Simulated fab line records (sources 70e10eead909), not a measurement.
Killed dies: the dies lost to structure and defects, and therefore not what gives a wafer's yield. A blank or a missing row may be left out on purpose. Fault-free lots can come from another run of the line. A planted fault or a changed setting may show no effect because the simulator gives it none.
fab line records | flow nandHarc
record lots=13 wafers=39 lastDay=23
route steps=1159 shown P_STI@96 P_GATE@138 END@1159
lots that met no fault: taken from a fault-free run of the same line
startH: start of the lot's first displayed wafer, in hours after the record's first day | waitH: hours elapsed since this lot's preceding step | " same as the row above | L1.1+2: one row covering several wafers at once | - no value, or no start was given | * or withheld: withheld | < > ~ a bound
route shown NAME@n: a module of which the file shows steps, and the number in the route of the first | usual: mean/standard deviation of fault-free wafers | same: alike in all rows | chamber/n: place in a boat | sites: per-site readings | _std_site: standard deviation of those values | _edge_site: the outer-site mean with the inner-site mean subtracted | radiusMm: for every site, how far away it sits from the centre of the wafer | mask NAME#n: copy n | behind: the last tool/chamber to shape the wafer | hold: why the lot went on hold/how many hours it stayed there/how the hold came to an end | device: names the non-switching transistor (n, p or np) | end of line: tests of these same wafers at the route's end | a step given without rows: its recipe and nothing more | killed: the dies lost at the first sort to structure and to defects; this is not the yield of the wafer | map: a wafer's dies, marking killed ones x, the rest . and places with no die _
set.NAME: the run value of the setting; set.NAME@STEP: its run value at that earlier step | model.NAME: the simulator's own value behind a step, which no gauge read
steps of the route over a sample of lots; a table a step, a row a wafer
services: when a tool's chamber went out of use (startH, in hours from the record's first day, below 0 if earlier), for how many hours, and the reason
## steps
# step NHARC_P_STI_OCD_MEAS_43
# usual trenchDepthNm=301/4.2 trenchFootCdNm=157.9/2.7
# columns lot.wafer tool chamber startH waitH trenchDepthNm trenchFootCdNm
L899.1 ocd-01 - 36.17 - 299 160.3
L899.3 " - " " 301 156.2
L899.4 " - " " 304 154.1
L900.1 ocd-02 - 44.62 - 303 156.1
L900.4 " - " " 301 157.7
L900.5 " - " " 303 155.9
L901.2 ocd-02 - 50.80 - 302 159.1
L901.3 " - " " 300 157.9
L901.5 " - " " 299 158.2
L902.1 ocd-01 - 58.52 - 295 159.5
L902.2 " - " " 301 158.6
L902.3 " - " " 296 161.7
L905.3 ocd-01 - 73.44 - 300 156.4
L905.4 " - " " 303 153.7
L905.6 " - " " 301 152.6
L907.1 ocd-02 - 81.65 - 307 155.7
L907.4 " - " " 311 155.4
L907.6 " - " " 306 160.3
L906.2 ocd-01 - 81.90 - 305 159.7
L906.5 " - " " 301 155.7
L906.6 " - " " 301 158.0
L908.1 ocd-02 - 90.59 - 307 156.1
L908.3 " - " " 305 156.7
L908.6 " - " " 303 153.6
L911.3 ocd-01 - 110.31 - 306 159.5
L911.4 " - " " 304 159.9
L911.5 " - " " 305 155.4
L918.2 ocd-01 - 150.80 - 303 152.9
L918.3 " - " " 300 163.4
L918.6 " - " " 306 159.9
L919.1 ocd-01 - 156.61 - 299 156.6
L919.4 " - " " 300 155.4
L919.6 " - " " 304 159.1
L920.3 ocd-01 - 164.57 - 299 161.1
L920.5 " - " " 305 155.8
L920.6 " - " " 301 160.9
L921.1 ocd-01 - 168.04 - 298 159.6
L921.2 " - " " 293 157.4
L921.4 " - " " 293 163.7
# step NHARC_P_STI_INSPECT_25
# usual rawDefectCount=207/67
# columns lot.wafer tool chamber startH waitH rawDefectCount
L899.1 defectInspect-02 - 61.25 0.4 153
L899.3 " - " " 186
L899.4 " - " " 172
L900.1 defectInspect-02 - 73.35 0.4 289
L900.4 " - " " 152
L900.5 " - " " 224
L901.2 defectInspect-02 - 77.86 0.4 250
L901.3 " - " " 252
L901.5 " - " " 234
L902.1 defectInspect-02 - 86.75 0.4 284
L902.2 " - " " 293
L902.3 " - " " 255
L905.3 defectInspect-01 - 103.83 0.4 243
L905.4 " - " " 264
L905.6 " - " " 265
L907.1 defectInspect-02 - 114.38 0.4 225
L907.4 " - " " 380
L907.6 " - " " 246
L906.2 defectInspect-01 - 114.38 0.4 114
L906.5 " - " " 150
L906.6 " - " " 113
L908.1 defectInspect-02 - 122.97 0.4 171
L908.3 " - " " 121
L908.6 " - " " 159
L911.3 defectInspect-01 - 143.51 0.4 152
L911.4 " - " " 144
L911.5 " - " " 282
L919.1 defectInspect-02 - 179.10 0.4 219
L919.4 " - " " 200
L919.6 " - " " 213
L918.2 defectInspect-01 - 179.10 0.4 237
L918.3 " - " " 292
L918.6 " - " " 372
L921.1 defectInspect-01 - 193.90 0.4 107
L921.2 " - " " 164
L921.4 " - " " 127
L920.3 defectInspect-02 - 193.90 0.4 346
L920.5 " - " " 317
L920.6 " - " " 340
# step NHARC_P_GATE_EXPOSE_23
# recipe na=1.35 targetCdNm=120 doseMj=93.91 maskId=P_GATE
# columns lot.wafer tool chamber startH waitH mask
L899.1+3+4 arfiScanner-02 0 83.18 - P_GATE#0
L900.1+4+5 arfiScanner-01 0 95.79 - P_GATE#0
L901.2+3+5 arfiScanner-01 0 101.87 - P_GATE#0
L902.1+2+3 arfiScanner-01 0 109.18 - P_GATE#0
L905.3+4+6 arfiScanner-02 0 125.69 - P_GATE#0
L907.1+4+6 arfiScanner-01 0 136.28 - P_GATE#0
L906.2+5+6 arfiScanner-02 0 136.44 - P_GATE#0
L908.1+3+6 arfiScanner-01 0 144.69 - P_GATE_R1#0
L911.3+4+5 arfiScanner-01 0 165.51 - P_GATE#0
L918.2+3+6 arfiScanner-03 0 200.88 - P_GATE#0
L919.1+4+6 arfiScanner-02 0 201.03 - P_GATE#0
L920.3+5+6 arfiScanner-03 0 217.13 - P_GATE#0
L921.1+2+4 arfiScanner-01 0 217.69 - P_GATE#0
# step NHARC_P_GATE_CD_MEAS_26
# recipe targetCdNm=120 landingEnergyEv=500
# usual cdNm=119.6/0.59
# same landingEnergyEv=500
# columns lot.wafer tool chamber startH waitH cdNm
L899.1 cdSem-02 0 83.33 - 120.4
L899.3 " 0 " " 120.6
L899.4 " 0 " " 120.2
L900.1 cdSem-03 0 95.93 - 119.6
L900.4 " 0 " " 118.8
L900.5 " 0 " " 119.7
L901.2 cdSem-01 0 102.00 - 119.0
L901.3 " 0 " " 119.6
L901.5 " 0 " " 118.9
L902.1 cdSem-01 0 109.32 - 120.5
L902.2 " 0 " " 120.2
L902.3 " 0 " " 120.4
L905.3 cdSem-01 0 125.83 - 121.1
L905.4 " 0 " " 120.8
L905.6 " 0 " " 120.1
L907.1 cdSem-01 0 136.42 - 119.8
L907.4 " 0 " " 119.4
L907.6 " 0 " " 120.5
L906.2 cdSem-02 0 136.58 - 119.6
L906.5 " 0 " " 119.1
L906.6 " 0 " " 119.2
L908.1 cdSem-03 0 144.83 - 92.2
L908.3 " 0 " " 91.7
L908.6 " 0 " " 91.5
L911.3 cdSem-02 0 165.65 - 119.7
L911.4 " 0 " " 118.8
L911.5 " 0 " " 119.8
L918.2 cdSem-02 0 201.02 - 120.4
L918.3 " 0 " " 120.3
L918.6 " 0 " " 120.1
L919.1 cdSem-03 0 201.17 - 120.0
L919.4 " 0 " " 120.2
L919.6 " 0 " " 119.7
L920.3 cdSem-01 0 217.26 - 119.9
L920.5 " 0 " " 119.7
L920.6 " 0 " " 120.5
L921.1 cdSem-02 0 217.83 - 119.4
L921.2 " 0 " " 119.3
L921.4 " 0 " " 119.0
# step NHARC_P_GATE_INSPECT_28
# usual rawDefectCount=6/3.1
# columns lot.wafer tool chamber startH waitH rawDefectCount
L899.1 defectInspect-02 - 83.45 0.0 11
L899.3 " - " " 7
L899.4 " - " " 18
L900.1 defectInspect-01 - 96.07 0.0 14
L900.4 " - " " 3
L900.5 " - " " 7
L901.2 defectInspect-01 - 102.13 0.0 6
L901.3 " - " " 2
L901.5 " - " " 6
L902.1 defectInspect-01 - 109.44 0.0 4
L902.2 " - " " 7
L902.3 " - " " 7
L905.3 defectInspect-01 - 125.95 0.0 14
L905.4 " - " " 13
L905.6 " - " " 16
L907.1 defectInspect-02 - 136.55 0.0 6
L907.4 " - " " 5
L907.6 " - " " 5
L906.2 defectInspect-02 - 136.72 0.0 5
L906.5 " - " " 6
L906.6 " - " " 7
L908.1 defectInspect-02 - 144.95 0.0 8
L908.3 " - " " 8
L908.6 " - " " 5
L911.3 defectInspect-02 - 165.77 0.0 5
L911.4 " - " " 4
L911.5 " - " " 6
L918.2 defectInspect-01 - 201.14 0.0 8
L918.3 " - " " 7
L918.6 " - " " 3
L919.1 defectInspect-02 - 201.30 0.0 6
L919.4 " - " " 0
L919.6 " - " " 6
L920.3 defectInspect-01 - 217.38 0.0 4
L920.5 " - " " 5
L920.6 " - " " 5
L921.1 defectInspect-01 - 217.96 0.0 6
L921.2 " - " " 3
L921.4 " - " " 9
# step NHARC_END_SORT_01
# recipe tempC=25
# usual killedAtArray=25/9.2 killedAtOther=0.8/1.2 killedAtPeriphery=3.9/2.6 killedDies=30/9.7 killedOpen=3.4/1.9 killedShort=2.0/1.4
# same grossDies=677
# columns lot.wafer tool chamber startH waitH killedAtArray killedAtOther killedAtPeriphery killedDies killedOpen killedShort
L908.1 prober-01 0 499.06 2.5 23 1 557 581 3 0
L908.3 prober-01 0 500.66 3.1 26 0 627 653 9 2
L908.6 prober-01 0 503.04 4.0 24 0 631 655 3 3
# killed by level:class
L908.1 P_GATE:areaExpose=553 A_CHANNEL_HOLE_D1:chamberFilmFlake=17 P_STI:chamberFilmFlake=2 P_M0:chamberFilmFlake=2 A_STAIRCASE:chamberFilmFlake=2 A_CHANNEL_FILL_D1:geometricParticle:open=1 A_M0:geometricParticle:open=1 STARTING-WAFER:geometricParticle:open=1
L908.3 P_GATE:areaExpose=619 A_CHANNEL_HOLE_D1:chamberFilmFlake=13 P_CONTACT:geometricParticle:open=3 A_STAIRCASE:chamberFilmFlake=3 A_CONTACT:chamberFilmFlake=3 A_BLC:geometricParticle:open=2 P_M0:geometricParticle:open=1 P_M1:geometricParticle:open=1
L908.6 P_GATE:areaExpose=627 A_CHANNEL_HOLE_D1:chamberFilmFlake=10 A_STAIRCASE:chamberFilmFlake=4 A_CONTACT:chamberFilmFlake=4 P_M0:chamberFilmFlake=3 A_WL_FILL:geometricParticle:short=2 P_CONTACT:geometricParticle:open=1 A_ONON_D1:geometricParticle:short=1
## services
# columns tool chamber startH hours kind
arfiScanner-03 - 72.98 0.3 repair
arfiScanner-02 - 86.86 4.0 pm
arfiScanner-01 - 105.74 0.8 repair
arfiScanner-02 - 111.56 0.2 repair
arfiScanner-02 0 119.31 - calibration
arfiScanner-01 0 136.69 - calibration
arfiScanner-03 - 140.00 4.0 pm
arfiScanner-03 - 179.12 0.5 repair
arfiScanner-01 - 196.00 4.0 pm
arfiScanner-03 0 198.26 - calibration
## key
firstSign step=NHARC_P_GATE_EXPOSE_23 reading=mask direction=changed
effect step=NHARC_P_GATE_CD_MEAS_26 reading=cdNm direction=down sigmas=47 usual=119.6 struck=91.8
effect step=NHARC_END_SORT_01 reading=killedAtPeriphery direction=up sigmas=99+ usual=3.9 struck=605
moreKillsBornAt NHARC_P_GATE_EXPOSE_23@arfiScanner-01=1799
metAt NHARC_P_GATE_EXPOSE_23
struckLots L908
laterRowsLeftOut L908.1,L908.3,L908.6
testerLeftOut L908
notActingAt NHARC_P_STI_OCD_MEAS_43,NHARC_P_STI_INSPECT_25,NHARC_P_GATE_INSPECT_28
onsetBetween 136.28 144.69
fault kind=wrongMask tool=any chamber=- onsetH=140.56 steps=NHARC_P_GATE_EXPOSE_23 auxCopy=P_GATE_R1#0 cdOffsetNm=-27.498 scope=struckLotsOnly
# testerLeftOut: of these lots the tester's yield and bins aren't shown, on N5 and GAA mostly nor the transistor test; their killed dies are dies lost to structure and defects alone, not to doping, threshold or leakage, so they don't give the yield
# laterRowsLeftOut: the simulator's readings of these wafers behind a module that went badly wrong aren't trusted and aren't shown, but for the sort
